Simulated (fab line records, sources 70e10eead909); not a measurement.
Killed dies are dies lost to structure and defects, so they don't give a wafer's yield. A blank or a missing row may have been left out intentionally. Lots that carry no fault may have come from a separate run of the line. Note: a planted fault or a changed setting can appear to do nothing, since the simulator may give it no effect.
Matching of chambers + flow nandHarc + 4 sister chambers for NHARC_A_CHANNEL_FILL_D1_STRIP_28 on rieDiel-01
The step strips in O2, time 20 s. 4 wafers are shown with their chamber, then 10 later ones without.

WAFERS WITH THEIR CHAMBER
| wafer  | chamber | showerheadPlenumPTorr (Torr) |
|--------|---------|------------------------------|
| L086.2 | 3       | 3.67                         |
| L086.6 | 1       | 3.62                         |
| L087.1 | 2       | 3.50                         |
| L087.5 | 0       | 3.35                         |

WAFERS WHOSE CHAMBER IS MISSING
| wafer  | showerheadPlenumPTorr (Torr) |
|--------|------------------------------|
| L087.6 | 3.61                         |
| L089.1 | 3.61                         |
| L089.3 | 3.35                         |
| L089.4 | 3.67                         |
| L090.2 | 3.61                         |
| L090.3 | 3.50                         |
| L090.6 | 3.50                         |
| L093.2 | 3.67                         |
| L093.3 | 3.35                         |
| L093.5 | 3.35                         |

WHICH CHAMBER EACH WENT THROUGH
| wafer  | from the rows above | in truth |
|--------|---------------------|----------|
| L087.6 | 1                   | 1        |
| L089.1 | 1                   | 1        |
| L089.3 | 0                   | 0        |
| L089.4 | 3                   | 3        |
| L090.2 | 1                   | 1        |
| L090.3 | 2                   | 2        |
| L090.6 | 2                   | 2        |
| L093.2 | 3                   | 3        |
| L093.3 | 0                   | 0        |
| L093.5 | 0                   | 0        |
Correct placement for 10 of the 10. From these rows, 0 cannot be placed. Placed wrongly: 0.
How it was worked out, from the rows above alone: a wafer's distance from a chamber is the root of the sum, over the readings, of the square of ((its reading less the chamber's mean) divided by the reading's scatter). If the next closest chamber is less than 2 further off than the closest, the wafer can't be placed; otherwise it belongs to the closest. For every chamber, the mean is computed from those of its wafers that are shown. The scatter: with one shown wafer a chamber, the root of the mean of the squares of how far each hidden wafer lies from its nearest shown one.
